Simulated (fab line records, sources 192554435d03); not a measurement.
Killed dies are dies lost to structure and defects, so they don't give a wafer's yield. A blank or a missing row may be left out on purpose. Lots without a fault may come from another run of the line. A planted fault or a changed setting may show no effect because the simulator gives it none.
Which tool did it? | flow n5_finfet | 24 lots, 72 wafers sampled, at 5 steps of a route of 1938

WHAT THE GAUGES READ, wafer by wafer
N5_BEOL_M15_CD_MEAS_10: target cd 360 nm. Usual: cd_nm 360.8 nm, standard deviation 1.8.
lot  | measured     | on        | cd_nm (nm)        | flag
L074 | day 11 06:19 | cd_sem-03 | 359.8 362.1 360.5 |
L075 | day 11 15:55 | cd_sem-03 | 360.6 362.0 359.2 |
L076 | day 12 11:43 | cd_sem-03 | 360.3 359.2 361.3 |
L078 | day 12 12:56 | cd_sem-03 | 363.3 362.7 361.4 |
L077 | day 12 13:53 | cd_sem-02 | 361.1 361.3 361.3 |
L079 | day 13 02:45 | cd_sem-02 | 359.1 363.4 360.8 |
L080 | day 13 05:58 | cd_sem-03 | 363.4 362.5 362.5 |
L082 | day 13 08:19 | cd_sem-02 | 363.2 362.5 364.8 |
L081 | day 13 08:44 | cd_sem-02 | 360.0 359.0 358.5 |
L083 | day 13 18:10 | cd_sem-02 | 363.8 362.5 361.2 |
L086 | day 14 10:07 | cd_sem-02 | 364.5 363.3 360.5 |
L085 | day 14 15:44 | cd_sem-03 | 360.1 364.0 359.7 |
L087 | day 14 16:17 | cd_sem-02 | 358.7 358.9 358.4 |
L084 | day 14 16:22 | cd_sem-03 | 359.2 358.2 361.2 |
L088 | day 14 20:57 | cd_sem-03 | 362.1 359.0 360.9 |
L090 | day 16 00:43 | cd_sem-03 | 362.1 359.2 360.3 |
L089 | day 16 04:33 | cd_sem-03 | 358.1 357.2 358.8 |
L092 | day 16 05:59 | cd_sem-01 | 361.0 358.9 363.4 |
L091 | day 16 06:27 | cd_sem-02 | 361.9 358.3 361.7 |
L094 | day 16 14:37 | cd_sem-01 | 361.3 359.8 360.5 |
L093 | day 16 15:09 | cd_sem-02 | 358.4 363.0 357.7 |
L095 | day 16 18:47 | cd_sem-01 | 362.1 361.1 361.1 |
L096 | day 16 22:05 | cd_sem-02 | 364.0 359.6 362.8 |
L097 | day 17 04:26 | cd_sem-01 | 361.5 361.0 363.7 |

N5_BEOL_M15_RS_MEAS_54: measures by four-point-probe. Usual: M15_RS 0.0217 ohm/sq, standard deviation 0.00038.
lot  | measured     | on            | M15_RS (ohm/sq)      | flag
L074 | day 11 15:23 | film_metro-02 | 0.0222 0.0218 0.0213 |
L075 | day 11 22:55 | film_metro-01 | 0.0220 0.0216 0.0223 |
L076 | day 12 19:15 | film_metro-01 | 0.0221 0.0219 0.0215 |
L078 | day 12 19:35 | film_metro-01 | 0.0216 0.0210 0.0214 |
L077 | day 12 22:46 | film_metro-02 | 0.0212 0.0216 0.0222 |
L079 | day 13 10:16 | film_metro-01 | 0.0210 0.0215 0.0212 |
L080 | day 13 11:11 | film_metro-02 | 0.0218 0.0222 0.0219 |
L082 | day 13 16:05 | film_metro-02 | 0.0219 0.0215 0.0216 |
L081 | day 13 15:36 | film_metro-02 | 0.0216 0.0217 0.0219 |
L083 | day 13 22:14 | film_metro-02 | 0.0223 0.0222 0.0219 |
L086 | day 14 16:43 | film_metro-01 | 0.0211 0.0218 0.0217 |
L085 | day 14 22:20 | film_metro-02 | 0.0220 0.0219 0.0215 |
L087 | day 14 22:37 | film_metro-01 | 0.0214 0.0217 0.0223 |
L084 | day 15 03:41 | film_metro-01 | 0.0223 0.0221 0.0214 |
L088 | day 15 04:04 | film_metro-02 | 0.0213 0.0222 0.0214 |
L090 | day 16 05:54 | film_metro-02 | 0.0217 0.0215 0.0223 |
L089 | day 16 08:40 | film_metro-02 | 0.0218 0.0210 0.0214 |
L092 | day 16 16:53 | film_metro-01 | 0.0216 0.0218 0.0211 |
L091 | day 16 16:37 | film_metro-01 | 0.0221 0.0222 0.0224 |
L094 | day 16 19:52 | film_metro-02 | 0.0216 0.0222 0.0213 |
L093 | day 16 20:14 | film_metro-02 | 0.0222 0.0222 0.0219 |
L095 | day 16 23:06 | film_metro-01 | 0.0222 0.0215 0.0213 |
L096 | day 17 03:08 | film_metro-02 | 0.0220 0.0219 0.0214 |
L097 | day 17 10:03 | film_metro-01 | 0.0215 0.0219 0.0218 |

WHICH TOOL RAN EACH LOT (tool, then ch and the chambers of the sampled wafers, then the start)
lot  | N5_BEOL_M15_DESCUM_15              | N5_BEOL_M15_ETCH_59                | N5_BEOL_M15_DEGAS_41
L074 | rie_diel-03 ch 1,2,3, day 11 06:25 | rie_diel-03 ch 1,2,3, day 11 06:26 | pvd_sputter-01, day 11 14:03
L075 | rie_diel-04 ch 1,3, day 11 16:09   | rie_diel-04 ch 1,3, day 11 16:11   | pvd_sputter-03, day 11 21:20
L076 | rie_diel-04 ch 1,2, day 12 11:49   | rie_diel-04 ch 1,2, day 12 11:50   | pvd_sputter-02, day 12 17:50
L078 | rie_diel-03 ch 1,2, day 12 13:01   | rie_diel-03 ch 1,2, day 12 13:04   | pvd_sputter-01, day 12 17:54
L077 | rie_diel-04 ch 1,2, day 12 13:58   | rie_diel-04 ch 1,2, day 12 14:00   | pvd_sputter-03, day 12 21:25
L079 | rie_diel-04 ch 0,1,3, day 13 02:50 | rie_diel-04 ch 0,1,3, day 13 02:53 | pvd_sputter-01, day 13 08:55
L080 | rie_diel-02 ch 0,1,3, day 13 06:02 | rie_diel-02 ch 0,1,3, day 13 06:05 | pvd_sputter-02, day 13 09:15
L082 | rie_diel-04 ch 0,1,2, day 13 09:11 | rie_diel-04 ch 0,1,2, day 13 09:13 | pvd_sputter-01, day 13 14:38
L081 | rie_diel-02 ch 0,3, day 13 09:32   | rie_diel-02 ch 0,3, day 13 09:35   | pvd_sputter-01, day 13 14:17
L083 | rie_diel-02 ch 1,2,3, day 13 18:16 | rie_diel-02 ch 1,2,3, day 13 18:17 | pvd_sputter-01, day 13 20:53
L086 | rie_diel-02 ch 0,2,3, day 14 10:13 | rie_diel-02 ch 0,2,3, day 14 10:15 | pvd_sputter-03, day 14 14:46
L085 | rie_diel-02 ch 0,2, day 14 15:49   | rie_diel-02 ch 0,2, day 14 15:51   | pvd_sputter-02, day 14 20:28
L087 | rie_diel-04 ch 0,1,3, day 14 16:45 | rie_diel-04 ch 0,1,3, day 14 16:47 | pvd_sputter-02, day 14 21:08
L084 | rie_diel-03 ch 0,3, day 14 17:49   | rie_diel-03 ch 0,3, day 14 17:51   | pvd_sputter-03, day 15 02:22
L088 | rie_diel-02 ch 2,3, day 14 21:09   | rie_diel-02 ch 2,3, day 14 21:12   | pvd_sputter-01, day 15 02:45
L090 | rie_diel-04 ch 1,2,3, day 16 00:49 | rie_diel-04 ch 1,2,3, day 16 00:50 | pvd_sputter-01, day 16 03:38
L089 | rie_diel-02 ch 0,2,3, day 16 04:38 | rie_diel-02 ch 0,2,3, day 16 04:41 | pvd_sputter-03, day 16 07:19
L092 | rie_diel-02 ch 0,1,2, day 16 06:04 | rie_diel-02 ch 0,1,2, day 16 06:06 | pvd_sputter-03, day 16 15:14
L091 | rie_diel-03 ch 0,1,3, day 16 06:32 | rie_diel-03 ch 0,1,3, day 16 06:34 | pvd_sputter-02, day 16 15:10
L094 | rie_diel-03 ch 0,1, day 16 14:42   | rie_diel-03 ch 0,1, day 16 14:44   | pvd_sputter-02, day 16 18:10
L093 | rie_diel-03 ch 1,3, day 16 15:14   | rie_diel-03 ch 1,3, day 16 15:16   | pvd_sputter-03, day 16 18:50
L095 | rie_diel-02 ch 0,1,3, day 16 19:39 | rie_diel-02 ch 0,1,3, day 16 19:41 | pvd_sputter-01, day 16 21:47
L096 | rie_diel-02 ch 1,2, day 16 22:11   | rie_diel-02 ch 1,2, day 16 22:14   | pvd_sputter-03, day 17 01:26
L097 | rie_diel-04 ch 1,3, day 17 04:31   | rie_diel-04 ch 1,3, day 17 04:34   | pvd_sputter-01, day 17 08:44
- N5_BEOL_M15_DESCUM_15: chemistry O2, time 7.9 s.
- N5_BEOL_M15_ETCH_59: etches BARC in N2/H2, target depth 89 nm, overetch 26.7 nm, time 67.9 s.
- N5_BEOL_M15_DEGAS_41: time 60 s.

WHAT THE TOOLS THEMSELVES READ (means of the sampled wafers that have a number; where no wafer has one, the mark that the record gives instead)
N5_BEOL_M15_DESCUM_15. Usual: drypump_motor_current_A 5.9 A, standard deviation 0.49; oes_product_au 0.75 a.u., standard deviation 0.084; rf_vpp_V 243.2 V, standard deviation 1.5; showerhead_plenum_p_Torr 2.10 Torr, standard deviation 0.081; throttle_valve_pct 20.46 %, standard deviation 0.18.
lot  | tool        | drypump_motor_current_A (A) | oes_product_au (a.u.) | rf_vpp_V (V) | showerhead_plenum_p_Torr (Torr) | throttle_valve_pct (%) | flag
L074 | rie_diel-03 | 5.7                         | 0.70                  | 241.9        | 2.05                            | 20.55                  |
L075 | rie_diel-04 | 5.9                         | 0.70                  | 243.8        | 2.17                            | 20.52                  |
L076 | rie_diel-04 | 5.6                         | 0.73                  | 243.8        | 2.11                            | 20.42                  |
L078 | rie_diel-03 | 6.1                         | 0.69                  | 241.5        | 2.09                            | 20.61                  |
L077 | rie_diel-04 | 5.8                         | 0.72                  | 243.9        | 2.13                            | 20.45                  |
L079 | rie_diel-04 | 6.1                         | 0.69                  | 243.2        | 2.10                            | 20.56                  |
L080 | rie_diel-02 | 5.9                         | 0.81                  | 243.7        | 2.11                            | 20.40                  |
L082 | rie_diel-04 | 5.9                         | 0.70                  | 242.7        | 2.06                            | 20.50                  |
L081 | rie_diel-02 | 6.1                         | 0.86                  | 244.5        | 2.17                            | 20.45                  |
L083 | rie_diel-02 | 6.3                         | 0.78                  | 241.9        | 2.07                            | 20.36                  |
L086 | rie_diel-02 | 5.9                         | 0.79                  | 243.2        | 2.13                            | 20.39                  |
L085 | rie_diel-02 | 5.5                         | 0.73                  | 245.2        | 2.15                            | 20.38                  |
L087 | rie_diel-04 | 6.1                         | 0.79                  | 244.5        | 2.18                            | 20.45                  |
L084 | rie_diel-03 | 5.5                         | 0.76                  | 243.0        | 2.06                            | 20.50                  |
L088 | rie_diel-02 | 6.4                         | 0.82                  | 243.8        | 2.12                            | 20.42                  |
L090 | rie_diel-04 | 5.8                         | 0.68                  | 244.2        | 2.13                            | 20.53                  |
L089 | rie_diel-02 | 5.9                         | 0.76                  | 243.4        | 2.13                            | 20.41                  |
L092 | rie_diel-02 | 5.8                         | 0.72                  | 243.4        | 2.08                            | 20.38                  |
L091 | rie_diel-03 | 5.9                         | 0.76                  | 243.0        | 2.09                            | 20.55                  |
L094 | rie_diel-03 | 6.2                         | 0.74                  | 243.8        | 2.12                            | 20.60                  |
L093 | rie_diel-03 | 5.7                         | 0.68                  | 242.5        | 2.02                            | 20.75                  |
L095 | rie_diel-02 | 6.0                         | 0.77                  | 241.7        | 2.11                            | 20.42                  |
L096 | rie_diel-02 | 6.2                         | 0.70                  | 242.2        | 2.01                            | 20.35                  |
L097 | rie_diel-04 | 6.0                         | 0.67                  | 243.6        | 2.16                            | 20.59                  |

N5_BEOL_M15_ETCH_59. Usual: drypump_motor_current_A 6.0 A, standard deviation 0.49; oes_product_au 0.64 a.u., standard deviation 0.067; rf_vpp_V 524.1 V, standard deviation 2.7; showerhead_plenum_p_Torr 2.55 Torr, standard deviation 0.095; throttle_valve_pct 17.86 %, standard deviation 0.13.
lot  | tool        | drypump_motor_current_A (A) | oes_product_au (a.u.) | rf_vpp_V (V) | showerhead_plenum_p_Torr (Torr) | throttle_valve_pct (%) | flag
L074 | rie_diel-03 | 5.7                         | 0.61                  | 523.7        | 2.48                            | 17.94                  |
L075 | rie_diel-04 | 5.9                         | 0.60                  | 525.9        | 2.62                            | 17.83                  |
L076 | rie_diel-04 | 5.6                         | 0.62                  | 524.4        | 2.56                            | 17.91                  |
L078 | rie_diel-03 | 6.1                         | 0.59                  | 523.0        | 2.51                            | 17.93                  |
L077 | rie_diel-04 | 5.9                         | 0.61                  | 525.4        | 2.60                            | 17.96                  |
L079 | rie_diel-04 | 6.1                         | 0.60                  | 523.7        | 2.54                            | 17.98                  |
L080 | rie_diel-02 | 6.0                         | 0.69                  | 524.5        | 2.56                            | 17.77                  |
L082 | rie_diel-04 | 5.9                         | 0.61                  | 523.0        | 2.51                            | 18.01                  |
L081 | rie_diel-02 | 6.1                         | 0.73                  | 525.6        | 2.61                            | 17.71                  |
L083 | rie_diel-02 | 6.3                         | 0.67                  | 523.6        | 2.51                            | 17.77                  |
L086 | rie_diel-02 | 6.0                         | 0.67                  | 524.6        | 2.59                            | 17.76                  |
L085 | rie_diel-02 | 5.4                         | 0.64                  | 525.2        | 2.60                            | 17.81                  |
L087 | rie_diel-04 | 6.1                         | 0.68                  | 527.4        | 2.64                            | 17.85                  |
L084 | rie_diel-03 | 5.5                         | 0.65                  | 521.9        | 2.49                            | 17.90                  |
L088 | rie_diel-02 | 6.4                         | 0.70                  | 524.3        | 2.57                            | 17.72                  |
L090 | rie_diel-04 | 5.8                         | 0.59                  | 525.7        | 2.58                            | 17.92                  |
L089 | rie_diel-02 | 6.0                         | 0.66                  | 525.4        | 2.58                            | 17.79                  |
L092 | rie_diel-02 | 5.8                         | 0.62                  | 523.6        | 2.52                            | 17.83                  |
L091 | rie_diel-03 | 5.9                         | 0.64                  | 523.6        | 2.53                            | 17.89                  |
L094 | rie_diel-03 | 6.3                         | 0.63                  | 524.7        | 2.56                            | 17.89                  |
L093 | rie_diel-03 | 5.7                         | 0.59                  | 520.5        | 2.43                            | 18.03                  |
L095 | rie_diel-02 | 6.0                         | 0.66                  | 524.0        | 2.55                            | 17.81                  |
L096 | rie_diel-02 | 6.2                         | 0.61                  | 521.3        | 2.45                            | 17.86                  |
L097 | rie_diel-04 | 6.0                         | 0.57                  | 525.8        | 2.60                            | 17.90                  |

N5_BEOL_M15_DEGAS_41. Usual: heater_power_w 470 W, standard deviation 44.
lot  | tool           | heater_power_w (W) | flag
L074 | pvd_sputter-01 | 499                |
L075 | pvd_sputter-03 | 446                |
L076 | pvd_sputter-02 | 494                |
L078 | pvd_sputter-01 | 460                |
L077 | pvd_sputter-03 | 455                |
L079 | pvd_sputter-01 | 470                |
L080 | pvd_sputter-02 | 497                |
L082 | pvd_sputter-01 | 518                |
L081 | pvd_sputter-01 | 498                |
L083 | pvd_sputter-01 | 501                |
L086 | pvd_sputter-03 | 467                |
L085 | pvd_sputter-02 | 496                |
L087 | pvd_sputter-02 | 489                |
L084 | pvd_sputter-03 | 439                |
L088 | pvd_sputter-01 | 507                |
L090 | pvd_sputter-01 | 446                |
L089 | pvd_sputter-03 | 437                |
L092 | pvd_sputter-03 | 440                |
L091 | pvd_sputter-02 | 492                |
L094 | pvd_sputter-02 | 486                |
L093 | pvd_sputter-03 | 474                |
L095 | pvd_sputter-01 | 465                |
L096 | pvd_sputter-03 | 453                |
L097 | pvd_sputter-01 | 497                |

THE ANSWER, worked out from the rows above alone
Rule: a lot is off if the mean of its wafers that have a number lies more than 3 standard deviations from the usual mean. A lot without any number at a reading at which 4 lots or more have one is off too. The other lots that the step has rows for count as sound. The gauges are gone through in route order, then the tools' own readings, and for those a lot's mean is taken as printed above. The first step at which some lot is off is used, and at that step the reading that is off furthest; a lot without a number counts as furthest.
No lot is off at any reading shown: from this, nothing can be told.

WHAT THE SIMULATOR HAD PUT IN
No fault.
